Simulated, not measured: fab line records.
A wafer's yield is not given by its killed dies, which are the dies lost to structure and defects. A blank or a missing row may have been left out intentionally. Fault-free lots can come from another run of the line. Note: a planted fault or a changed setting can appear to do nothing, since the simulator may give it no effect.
Tool commonality check || flow n5 finfet || Sample size 9 lots and 27 wafers

## WHY THIS WAS OPENED
3 of 9 lots carry a flag on the reading M5_THK at N5_BEOL_M5_THK_MEAS_53. Wafers without a fault read 60.8 nm, standard deviation 1.2.
Rule: a lot is flagged when every wafer of it that has a number lies more than 4 standard deviations from that mean, or none has a number. The other lots count as sound.

{"lot": "L528", "measured": "day 9 13:50", "on": "film metro-01", "M5_THK (nm), wafer by wafer": "60.0 59.6 62.0", "flag": ""}
{"lot": "L533", "measured": "day 10 10:23", "on": "film metro-01", "M5_THK (nm), wafer by wafer": "59.8 62.2 62.1", "flag": ""}
{"lot": "L534", "measured": "day 10 12:25", "on": "film metro-01", "M5_THK (nm), wafer by wafer": "63.0 59.6 60.8", "flag": ""}
{"lot": "L538", "measured": "day 11 12:34", "on": "film metro-01", "M5_THK (nm), wafer by wafer": "291.2 296.6 292.8", "flag": "FLAGGED"}
{"lot": "L539", "measured": "day 12 03:07", "on": "film metro-01", "M5_THK (nm), wafer by wafer": "293.6 293.2 295.9", "flag": "FLAGGED"}
{"lot": "L540", "measured": "day 12 06:49", "on": "film metro-02", "M5_THK (nm), wafer by wafer": "289.1 286.8 288.9", "flag": "FLAGGED"}
{"lot": "L548", "measured": "day 13 23:13", "on": "film metro-01", "M5_THK (nm), wafer by wafer": "63.4 60.2 62.0", "flag": ""}
{"lot": "L547", "measured": "day 14 00:05", "on": "film metro-02", "M5_THK (nm), wafer by wafer": "59.9 60.8 59.9", "flag": ""}
{"lot": "L550", "measured": "day 14 20:04", "on": "film metro-02", "M5_THK (nm), wafer by wafer": "60.9 60.8 62.7", "flag": ""}
Averaged over the flagged lots the numbers come to 292.0 nm, +231.2 nm from the usual (+99 or more standard deviations).

## EACH LOT AND THE TOOL IT RAN ON
The record holds 4 process steps before the reading, out of a route of 1938 steps. In each cell: the tool, then ch and the chambers that the sampled wafers went through, then the start.
{"lot": "L528", "flag": "", "N5_BEOL_M5_SPUTTER_48": "pvd sputter-02, day 9 08:37", "N5_BEOL_M5_ANNEAL_84": "pvd sputter-02, day 9 10:52", "N5_BEOL_M5_ANNEAL_51": "rtp anneal-02 ch 0, day 9 13:15", "N5_BEOL_M5_CMP_52": "cmp-03 ch 0,1,3, day 9 13:33"}
{"lot": "L533", "flag": "", "N5_BEOL_M5_SPUTTER_48": "pvd sputter-02, day 10 05:12", "N5_BEOL_M5_ANNEAL_84": "pvd sputter-02, day 10 07:27", "N5_BEOL_M5_ANNEAL_51": "rtp anneal-02 ch 0, day 10 09:47", "N5_BEOL_M5_CMP_52": "cmp-03 ch 0,2,3, day 10 10:08"}
{"lot": "L534", "flag": "", "N5_BEOL_M5_SPUTTER_48": "pvd sputter-03, day 10 07:05", "N5_BEOL_M5_ANNEAL_84": "pvd sputter-03, day 10 09:20", "N5_BEOL_M5_ANNEAL_51": "rtp anneal-02 ch 0, day 10 11:52", "N5_BEOL_M5_CMP_52": "cmp-04 ch 0,2,3, day 10 12:11"}
{"lot": "L538", "flag": "FLAGGED", "N5_BEOL_M5_SPUTTER_48": "pvd sputter-03, day 11 07:25", "N5_BEOL_M5_ANNEAL_84": "pvd sputter-03, day 11 09:40", "N5_BEOL_M5_ANNEAL_51": "rtp anneal-01 ch 0, day 11 12:01", "N5_BEOL_M5_CMP_52": "cmp-03 ch 1,2, day 11 12:16"}
{"lot": "L539", "flag": "FLAGGED", "N5_BEOL_M5_SPUTTER_48": "pvd sputter-03, day 11 21:58", "N5_BEOL_M5_ANNEAL_84": "pvd sputter-03, day 12 00:13", "N5_BEOL_M5_ANNEAL_51": "rtp anneal-02 ch 0, day 12 02:34", "N5_BEOL_M5_CMP_52": "cmp-01 ch 2,3, day 12 02:50"}
{"lot": "L540", "flag": "FLAGGED", "N5_BEOL_M5_SPUTTER_48": "pvd sputter-01, day 12 01:35", "N5_BEOL_M5_ANNEAL_84": "pvd sputter-01, day 12 03:50", "N5_BEOL_M5_ANNEAL_51": "rtp anneal-02 ch 0, day 12 06:13", "N5_BEOL_M5_CMP_52": "cmp-04 ch 2,3, day 12 06:31"}
{"lot": "L548", "flag": "", "N5_BEOL_M5_SPUTTER_48": "pvd sputter-02, day 13 18:04", "N5_BEOL_M5_ANNEAL_84": "pvd sputter-02, day 13 20:19", "N5_BEOL_M5_ANNEAL_51": "rtp anneal-01 ch 0, day 13 22:40", "N5_BEOL_M5_CMP_52": "cmp-04 ch 0,1,3, day 13 22:57"}
{"lot": "L547", "flag": "", "N5_BEOL_M5_SPUTTER_48": "pvd sputter-03, day 13 18:49", "N5_BEOL_M5_ANNEAL_84": "pvd sputter-03, day 13 21:04", "N5_BEOL_M5_ANNEAL_51": "rtp anneal-02 ch 0, day 13 23:28", "N5_BEOL_M5_CMP_52": "cmp-01 ch 0,1,3, day 13 23:47"}
{"lot": "L550", "flag": "", "N5_BEOL_M5_SPUTTER_48": "pvd sputter-02, day 14 14:46", "N5_BEOL_M5_ANNEAL_84": "pvd sputter-02, day 14 17:01", "N5_BEOL_M5_ANNEAL_51": "rtp anneal-01 ch 0, day 14 19:31", "N5_BEOL_M5_CMP_52": "cmp-04 ch 1,2, day 14 19:46"}
These steps, and what they do:
- N5_BEOL_M5_SPUTTER_48: material Cu, target thk 15 nm, time 27.62 s.
- N5_BEOL_M5_ANNEAL_84: time 1800 s.
- N5_BEOL_M5_ANNEAL_51: time 90 s.
- N5_BEOL_M5_CMP_52: polishes, stops on SiCOH lowk, t overpolish 6.9 s, target thk 62 nm.
- N5_BEOL_M5_THK_MEAS_53: measures by xrf.

## FLAGGED OVER TOTAL, TOOL BY TOOL (the gauges that took the reading come last)
{"step": "N5_BEOL_M5_SPUTTER_48", "tool": "pvd sputter-01", "lots run": 1, "flagged": 1, "share of the flagged lots": "some", "sound lots run after its first flagged lot": 0}
{"step": "N5_BEOL_M5_SPUTTER_48", "tool": "pvd sputter-02", "lots run": 4, "flagged": 0, "share of the flagged lots": "none", "sound lots run after its first flagged lot": "-"}
{"step": "N5_BEOL_M5_SPUTTER_48", "tool": "pvd sputter-03", "lots run": 4, "flagged": 2, "share of the flagged lots": "some", "sound lots run after its first flagged lot": "1 (L547)"}
{"step": "N5_BEOL_M5_ANNEAL_84", "tool": "pvd sputter-01", "lots run": 1, "flagged": 1, "share of the flagged lots": "some", "sound lots run after its first flagged lot": 0}
{"step": "N5_BEOL_M5_ANNEAL_84", "tool": "pvd sputter-02", "lots run": 4, "flagged": 0, "share of the flagged lots": "none", "sound lots run after its first flagged lot": "-"}
{"step": "N5_BEOL_M5_ANNEAL_84", "tool": "pvd sputter-03", "lots run": 4, "flagged": 2, "share of the flagged lots": "some", "sound lots run after its first flagged lot": "1 (L547)"}
{"step": "N5_BEOL_M5_ANNEAL_51", "tool": "rtp anneal-01", "lots run": 3, "flagged": 1, "share of the flagged lots": "some", "sound lots run after its first flagged lot": "2 (L548,L550)"}
{"step": "N5_BEOL_M5_ANNEAL_51", "tool": "rtp anneal-02", "lots run": 6, "flagged": 2, "share of the flagged lots": "some", "sound lots run after its first flagged lot": "1 (L547)"}
{"step": "N5_BEOL_M5_CMP_52", "tool": "cmp-01", "lots run": 2, "flagged": 1, "share of the flagged lots": "some", "sound lots run after its first flagged lot": "1 (L547)"}
{"step": "N5_BEOL_M5_CMP_52", "tool": "cmp-03", "lots run": 3, "flagged": 1, "share of the flagged lots": "some", "sound lots run after its first flagged lot": 0}
{"step": "N5_BEOL_M5_CMP_52", "tool": "cmp-04", "lots run": 4, "flagged": 1, "share of the flagged lots": "some", "sound lots run after its first flagged lot": "2 (L548,L550)"}
{"step": "N5_BEOL_M5_THK_MEAS_53", "tool": "film metro-01", "lots run": 6, "flagged": 2, "share of the flagged lots": "some", "sound lots run after its first flagged lot": "1 (L548)"}
{"step": "N5_BEOL_M5_THK_MEAS_53", "tool": "film metro-02", "lots run": 3, "flagged": 1, "share of the flagged lots": "some", "sound lots run after its first flagged lot": "2 (L547,L550)"}

## WHAT THE TABLE ALLOWS
No row of the table ran every flagged lot.

## WHAT THE SIMULATOR PUT IN
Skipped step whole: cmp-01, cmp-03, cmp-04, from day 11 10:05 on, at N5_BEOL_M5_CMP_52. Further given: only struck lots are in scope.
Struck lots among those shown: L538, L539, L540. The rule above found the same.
